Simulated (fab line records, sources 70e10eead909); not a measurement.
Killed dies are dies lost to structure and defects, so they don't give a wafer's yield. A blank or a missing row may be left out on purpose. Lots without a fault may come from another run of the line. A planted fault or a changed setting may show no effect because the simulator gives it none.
fab line records | flow nand_harc
record lots=12 wafers=32 last_day=33
route steps=1302 shown P_BONDPAD@381 A_ONON_D1@446 A_CHANNEL_HOLE_D1@471 END@1302
lots that met no fault: from a run of the same line without faults
start_h: hours from the record's first day to the start of the lot's first wafer shown | wait_h: hours since the lot's step before | " the same as in the row above | L1.1+2: a row that stands for several wafers | - no value, or no start given | * or withheld: withheld | < > ~ a bound
route shown NAME@n: a module of which the file shows steps, and the number in the route of the first | usual: mean/standard deviation of fault-free wafers | same: alike in all rows | chamber/n: place in a boat | sites: the reading at each site | _std_site: their standard deviation | _edge_site: outer sites' mean less inner sites' | radius_mm: how far each site lies from the wafer's centre | mask NAME#n: copy n | behind: the tool/chamber that last shaped the wafer | hold: why the lot was held/for how many hours/how that ended | device: the transistor (n, p or np) that didn't switch | end of line: the same wafers' tests at the end of the route | a step without rows: its recipe alone | killed: dies lost to structure and defects at the first sort, not the wafer's yield | map: a wafer's dies, x killed, . not, _ none there
set.NAME: the setting as run; set.NAME@STEP: as run at that earlier step | model.NAME: the simulator's own value behind a step, which no gauge read
steps of the route over a sample of lots; a table a step, a row a wafer
services: from which hour (start_h, from the record's first day; less than 0 if before it) a tool's chamber was out of use, for how many hours, and why
## steps
# step NHARC_P_BONDPAD_THK_MEAS_20
# recipe thk_meas_gauge=xrf
# usual thk_nm=160.9/1.4
# columns lot.wafer tool chamber start_h wait_h thk_nm
L217.2 film_metro-02 - 139.00 - 160.9
L217.3 " - " " 160.8
L217.5 " - " " 159.9
L218.1 film_metro-01 - 147.18 - 159.0
L218.4 " - " " 160.5
L218.6 " - " " 158.6
L221.2 film_metro-02 - 179.74 - 159.9
L221.5 " - " " 161.8
L221.6 " - " " 158.3
L223.2 film_metro-02 - 207.28 - 158.6
L223.3 " - " " 159.2
L223.5 " - " " 159.1
L225.2 film_metro-01 - 221.14 - 159.0
L225.5 " - " " 159.1
L225.6 " - " " 158.9
L226.1 film_metro-01 - 231.48 - 162.2
L226.4 " - " " 159.5
L226.6 " - " " 161.3
L227.1 film_metro-01 - 240.44 - 162.5
L227.3 " - " " 163.1
L227.6 " - " " 160.6
L229.3 film_metro-02 - 265.44 - 161.5
L229.4 " - " " 160.5
L229.6 " - " " 158.3
L237.6 film_metro-01 - 338.18 - 161.4
L238.1 film_metro-01 - 355.04 - 161.4
L238.4 " - " " 161.6
L238.5 " - " " 162.3
L239.3 film_metro-01 - 358.00 - 160.9
L240.1 film_metro-01 - 373.01 - 162.5
L240.3 " - " " 162.3
L240.4 " - " " 158.7
# step NHARC_P_BONDPAD_ACTIVATE_29
# recipe time_s=60 n2_flow_sccm=200 ar_flow_sccm=0 bias_power_w=0 chemistry=N2
# usual drypump_motor_current_A=5.8/0.35 oes_product_au=0.999/0.0094 rf_vpp_V=64.0/0.9 showerhead_plenum_p_Torr=1.73/0.077
# columns lot.wafer tool chamber start_h wait_h drypump_motor_current_A oes_product_au rf_hours_counter_h rf_vpp_V showerhead_plenum_p_Torr
L217.2 rie_diel-10 0 139.27 0.1 5.9 0.998 4.4 63.8 1.84
L217.3 " 3 " " 5.6 0.992 4.4 62.7 1.65
L217.5 " 0 " " 5.9 1.007 - 65.0 1.84
L218.4 rie_diel-10 2 147.44 0.1 5.9 1.003 4.7 62.2 1.67
L218.1 " 0 " " 5.9 1.005 5.2 65.3 1.84
L218.6 " 3 " " 5.7 1.010 - 63.9 1.65
L221.2 rie_diel-01 1 180.05 0.1 6.0 1.009 3.8 63.9 1.70
L221.6 " 3 " " 5.9 1.011 - 64.8 1.78
L221.5 " 0 " " 5.9 0.993 - 62.0 1.67
L223.2 rie_diel-10 2 207.55 0.1 5.9 0.985 7.1 64.3 1.67
L223.3 " 3 " " 5.6 0.990 7.7 63.5 1.65
L223.5 " 3 " " 5.7 0.993 - 63.2 1.65
L225.2 rie_diel-05 3 221.45 0.1 5.4 1.012 8.9 63.6 1.65
L225.5 " 0 " " 5.8 0.999 - 64.5 1.86
L225.6 " 1 " " 5.0 0.989 - 66.0 1.89
L226.4 rie_diel-10 1 231.77 0.1 6.2 0.994 9.5 64.9 1.74
L226.1 " 2 " " 5.9 1.001 8.6 63.0 1.67
L226.6 " 2 " " 5.9 0.995 - 63.2 1.67
L227.1 rie_diel-10 3 240.71 0.1 5.7 0.993 9.2 62.7 1.65
L227.3 " 2 " " 5.9 0.999 8.9 63.7 1.67
L227.6 " 0 " " 5.9 1.014 - 66.2 1.84
L229.3 rie_diel-01 1 265.72 0.1 6.1 0.985 2.3 64.3 1.70
L229.4 " 2 " " 5.1 0.996 2.2 63.3 1.66
L229.6 " 0 " " 5.9 0.993 - 63.6 1.67
L237.6 rie_diel-05 3 338.52 0.1 5.4 0.996 - 64.1 1.65
L238.1 rie_diel-10 2 355.33 0.1 5.9 1.012 5.1 63.7 1.67
L238.4 " 3 " " 5.7 1.005 - 63.8 1.65
L238.5 " 0 " " 5.9 1.003 - 63.7 1.84
L239.3 rie_diel-01 1 358.30 0.1 6.0 1.022 4.2 64.8 1.70
L240.3 rie_diel-05 0 373.28 0.1 5.8 1.000 7.1 65.0 1.86
L240.1 " 2 " " 5.5 0.977 6.2 63.5 1.75
L240.4 " 3 " " 5.3 0.997 7.3 63.8 1.65
# step NHARC_A_ONON_D1_DEP_33
# recipe target_thk_a=2000 temp_c=400 pressure_torr=6.5 rf_w=900 teos_flow_sccm=161.4 flow_sccm=2650 target_thk_nm=200 gas=O2 material=SiO2
# usual heater_power_w=557/88 susceptor_temp_C=400.01/0.25 throttle_valve_pct=15.7/0.54
# columns lot.wafer tool chamber start_h wait_h heater_power_w susceptor_temp_C throttle_valve_pct
L217.3 pecvd-02 1 180.05 0.1 470 400.39 15.0
L217.2 " 2 " " 548 399.91 15.6
L217.5 " 2 " " 562 399.64 15.7
L218.1 pecvd-02 1 187.90 0.1 516 400.06 15.2
L218.6 " 0 " " 621 399.30 16.5
L218.4 " 1 " " 546 400.16 15.4
L221.2 pecvd-02 1 216.63 0.1 558 400.02 15.1
L221.6 " 0 " " 661 399.87 16.9
L221.5 " 1 " " 568 400.46 15.2
L223.3 pecvd-01 1 249.55 0.1 350 400.07 15.7
L223.2 " 2 " " 583 400.19 15.9
L223.5 " 0 " " 658 399.80 15.5
L225.2 pecvd-01 2 261.27 0.1 596 399.57 15.7
L225.5 " 2 " " 615 399.84 15.6
L225.6 " 0 " " 500 400.25 15.8
L226.1 pecvd-02 1 267.39 0.1 589 399.85 15.4
L226.4 " 1 " " 608 399.84 15.4
L226.6 " 2 " " 524 399.88 15.5
L227.1 pecvd-01 2 276.25 0.1 572 399.85 15.6
L227.3 " 1 " " 372 400.20 15.9
L227.6 " 2 " " 599 399.77 15.4
L229.3 pecvd-02 1 303.49 0.1 634 400.04 15.8
L229.6 " 0 " " 695 399.84 16.2
L229.4 " 1 " " 465 399.98 15.2
L237.6 pecvd-02 0 374.13 0.2 683 400.32 16.6
L239.3 pecvd-02 0 392.13 0.1 590 400.03 16.7
L238.1 pecvd-01 1 392.17 0.2 426 400.47 15.6
L238.5 " 0 " " 626 399.94 15.0
L238.4 " 1 " " 435 400.45 15.5
L240.3 pecvd-01 1 410.81 0.1 406 399.95 15.8
L240.1 " 0 " " 625 400.14 15.2
L240.4 " 1 " " 414 400.21 15.8
# step NHARC_A_ONON_D1_INSPECT_32
# usual raw_defect_count=73/26
# columns lot.wafer tool chamber start_h wait_h hold raw_defect_count
L217.2 defect_inspect-01 - 180.48 0.0 - 64
L217.3 " - " " - 63
L217.5 " - " " - 103
L218.1 defect_inspect-02 - 188.29 0.0 - 56
L218.4 " - " " - 76
L218.6 " - " " - 83
L221.2 defect_inspect-01 - 217.08 0.0 - 80
L221.5 " - " " - 87
L221.6 " - " " - 41
L223.2 defect_inspect-01 - 250.03 0.0 - 66
L223.3 " - " " - 52
L223.5 " - " " - 50
L225.2 defect_inspect-01 - 261.75 0.0 - 164
L225.5 " - " " - 86
L225.6 " - " " - 165
L226.1 defect_inspect-01 - 267.92 0.0 - 67
L226.4 " - " " - 81
L226.6 " - " " - 82
L227.1 defect_inspect-01 - 276.75 0.0 - 98
L227.3 " - " " - 83
L227.6 " - " " - 63
L229.3 defect_inspect-01 - 303.90 0.0 - 65
L229.4 " - " " - 77
L229.6 " - " " - 44
L237.6 defect_inspect-02 - 374.42 0.0 await_dispo/0.2h/release 1111
L237.6 defect_inspect-02 - 374.60 0.2 - 1096
L239.3 defect_inspect-01 - 392.54 0.0 await_dispo/0.2h/release 969
L239.3 defect_inspect-01 - 392.71 0.2 - 972
L238.1 defect_inspect-02 - 392.62 0.0 - 82
L238.4 " - " " - 54
L238.5 " - " " - 51
L240.1 defect_inspect-01 - 411.29 0.0 - 67
L240.3 " - " " - 67
L240.4 " - " " - 47
# step NHARC_A_CHANNEL_HOLE_D1_ETCH_19
# recipe bias_v=1200 source_w=2500 pressure_mtorr=15 time_s=34.5 ar_flow_sccm=375 c4f8_flow_sccm=28.8 o2_flow_sccm=96.2 temp_c=-20 target_depth_a=* chemistry=C4F8/O2/Ar
# usual drypump_motor_current_A=5.6/0.33 oes_air_line_au=1.005/0.022 showerhead_plenum_p_Torr=3.66/0.11 throttle_valve_pct=37.037/0.011
# columns lot.wafer tool chamber start_h wait_h drypump_motor_current_A oes_air_line_au rf_hours_counter_h showerhead_plenum_p_Torr throttle_valve_pct
L217.2 har_etch-02 1 185.21 0.1 5.4 1.030 296 3.52 37.047
L217.3 " 0 " " 6.1 1.011 - 3.77 37.038
L217.5 " 0 " " 6.2 1.028 - 3.77 37.057
L218.1 har_etch-02 0 193.54 0.7 6.1 1.010 304 3.77 37.040
L218.4 " 0 " " 6.2 1.015 - 3.77 37.027
L218.6 " 0 " " 6.2 1.027 - 3.77 37.022
L221.2 har_etch-02 0 222.71 0.1 6.1 1.004 - 3.76 37.025
L221.5 " 0 " " 6.1 1.033 - 3.76 37.034
L221.6 " 0 " " 6.1 0.956 - 3.76 37.037
L223.2 har_etch-02 1 261.08 2.0 5.5 1.035 330 3.50 37.049
L223.3 " 1 " " 5.5 1.006 - 3.50 37.045
L223.5 " 0 " " 6.1 1.011 - 3.75 37.044
L225.2 har_etch-02 1 269.43 0.5 5.4 1.021 338 3.49 37.039
L225.5 " 0 " " 6.2 0.993 - 3.74 37.053
L225.6 " 1 " " 5.4 0.984 - 3.49 37.037
L226.1 har_etch-01 0 279.13 2.8 5.4 1.000 148 3.65 37.035
L226.4 " 1 " " 5.4 0.992 - 3.74 37.030
L226.6 " 1 " " 5.4 1.027 - 3.74 37.019
L227.1 har_etch-01 0 283.28 0.3 5.4 0.991 152 3.65 37.045
L227.3 " 0 " " 5.4 0.972 - 3.65 37.035
L227.6 " 0 " " 5.4 1.009 - 3.65 37.034
L229.3 har_etch-02 0 309.45 0.1 6.1 1.048 - 3.73 37.034
L229.4 " 1 " " 5.4 1.010 - 3.48 37.046
L229.6 " 1 " " 5.4 1.007 - 3.48 37.034
L237.6 har_etch-01 0 388.08 0.3 5.4 0.974 - 3.62 37.054
L238.1 har_etch-01 1 403.09 1.9 5.4 0.994 224 3.70 37.038
L238.4 " 0 " " 5.5 0.976 - 3.61 37.033
L238.5 " 0 " " 5.4 0.996 - 3.61 37.044
L239.3 har_etch-02 1 410.45 0.7 5.4 0.995 - 3.98 37.048
L240.1 har_etch-01 0 415.35 0.1 5.4 1.002 228 3.61 37.057
L240.4 " 0 " " 5.4 1.031 - 3.61 37.033
L240.3 " 1 " " 5.4 0.985 - 3.70 37.038
# step NHARC_END_SORT_01
# recipe temp_c=25
# usual killed_at_array=58/17 killed_at_other=1.0/1.4 killed_at_periphery=3.6/2.4 killed_dies=62/17 killed_open=3.4/2 killed_short=2.2/1.6
# same gross_dies=677
# columns lot.wafer tool chamber start_h wait_h killed_at_array killed_at_other killed_at_periphery killed_dies killed_open killed_short
L237.6 prober-02 0 759.53 4.0 158 0 4 162 5 3
L238.1 prober-01 0 775.78 2.5 38 3 3 44 3 1
L238.4 prober-01 0 778.16 3.4 38 5 5 48 6 1
L238.5 prober-01 0 778.95 3.7 43 4 1 48 2 0
L239.3 prober-02 0 778.94 3.1 144 1 6 151 2 4
# killed by level:class
L237.6 A_ONON_D1:unspecified=103 A_CHANNEL_HOLE_D2:chamber_film_flake=30 A_CHANNEL_HOLE_D1:chamber_film_flake=9 A_SLIT:chamber_film_flake=4 A_CHANNEL_FILL_D1:chamber_film_flake=3 A_WL_FILL:geometric_particle:short=2 A_WL_FILL:geometric_particle:open=2 P_M2:chamber_film_flake=2
L238.1 A_CHANNEL_HOLE_D1:chamber_film_flake=16 A_SLIT:chamber_film_flake=7 A_CHANNEL_FILL_D1:chamber_film_flake=5 A_CONTACT:chamber_film_flake=5 A_M0:chamber_film_flake=3 THIN_TSV:chamber_film_flake=3 P_STI:geometric_particle:open=1 P_GATE:geometric_particle:open=1
L238.4 A_CHANNEL_HOLE_D1:chamber_film_flake=17 A_CONTACT:chamber_film_flake=10 THIN_TSV:chamber_film_flake=5 A_CHANNEL_FILL_D1:chamber_film_flake=3 A_SLIT:chamber_film_flake=3 P_GATE:geometric_particle:open=1 P_CONTACT:geometric_particle:open=1 P_M0:geometric_particle:open=1
L239.3 A_ONON_D1:unspecified=92 A_SLIT:chamber_film_flake=26 A_CHANNEL_HOLE_D2:chamber_film_flake=17 P_GATE:chamber_film_flake=4 A_CONTACT:chamber_film_flake=3 A_WL_FILL:chamber_film_flake=2 P_CONTACT:geometric_particle:open=1 P_M1:geometric_particle:open=1
L238.5 A_CHANNEL_HOLE_D1:chamber_film_flake=18 A_SLIT:chamber_film_flake=9 A_CONTACT:chamber_film_flake=7 THIN_TSV:chamber_film_flake=4 A_STAIRCASE:chamber_film_flake=3 A_M0:chamber_film_flake=2 P_CONTACT:geometric_particle:open=1 A_SOURCE_PLATE:geometric_particle:open=1
## services
# columns tool chamber start_h hours kind
rie_diel-10 3 121.79 3.3 repair
pecvd-01 - 130.00 13.0 pm
rie_diel-10 0 174.25 1.4 repair
rie_diel-10 2 184.67 1.4 repair
rie_diel-01 - 203.80 9.0 pm
pecvd-01 - 212.52 0.9 repair
rie_diel-05 - 215.27 0.9 repair
pecvd-02 - 227.19 13.0 pm
rie_diel-01 3 227.63 3.0 repair
rie_diel-05 - 229.60 9.0 pm
rie_diel-10 - 242.50 9.0 pm
pecvd-02 2 277.93 7.5 repair
pecvd-01 - 280.59 0.8 repair
rie_diel-01 1 288.24 5.6 repair
rie_diel-05 1 294.45 1.3 repair
rie_diel-01 1 305.40 8.1 repair
pecvd-01 - 311.00 13.0 pm
rie_diel-05 - 324.68 1.1 repair
rie_diel-10 1 329.78 10.5 repair
rie_diel-01 0 332.88 8.2 repair
pecvd-02 0 352.36 3.4 repair
rie_diel-10 1 354.49 4.6 repair
har_etch-02 - 377.00 17.0 pm
pecvd-02 - 408.19 13.0 pm
## key
first_sign step=NHARC_A_ONON_D1_INSPECT_32 reading=visit direction=added
effect step=NHARC_A_ONON_D1_INSPECT_32 reading=raw_defect_count direction=up sigmas=37 usual=73 struck=1040
effect step=NHARC_END_SORT_01 reading=killed_at_array direction=up sigmas=5.6 usual=58 struck=151
more_kills_born_at NHARC_A_ONON_D1_DEP_33@pecvd-02=195
met_at NHARC_A_ONON_D1_DEP_33
struck_lots L237,L239
struck_wafers L237.6,L239.3
tester_left_out L237,L239
not_acting_at NHARC_P_BONDPAD_THK_MEAS_20,NHARC_P_BONDPAD_ACTIVATE_29,NHARC_A_CHANNEL_HOLE_D1_ETCH_19
onset_between 303.49 374.13
fault kind=chamber_particle_source tool=pecvd-02 chamber=0 onset_h=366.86 steps=NHARC_A_ONON_D1_DEP_33 rate_per_visit_cm2=1.5089 end_h=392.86
# tester_left_out: of these lots the tester's yield and bins aren't shown, on N5 and GAA mostly nor the transistor test; their killed dies are dies lost to structure and defects alone, not to doping, threshold or leakage, so they don't give the yield
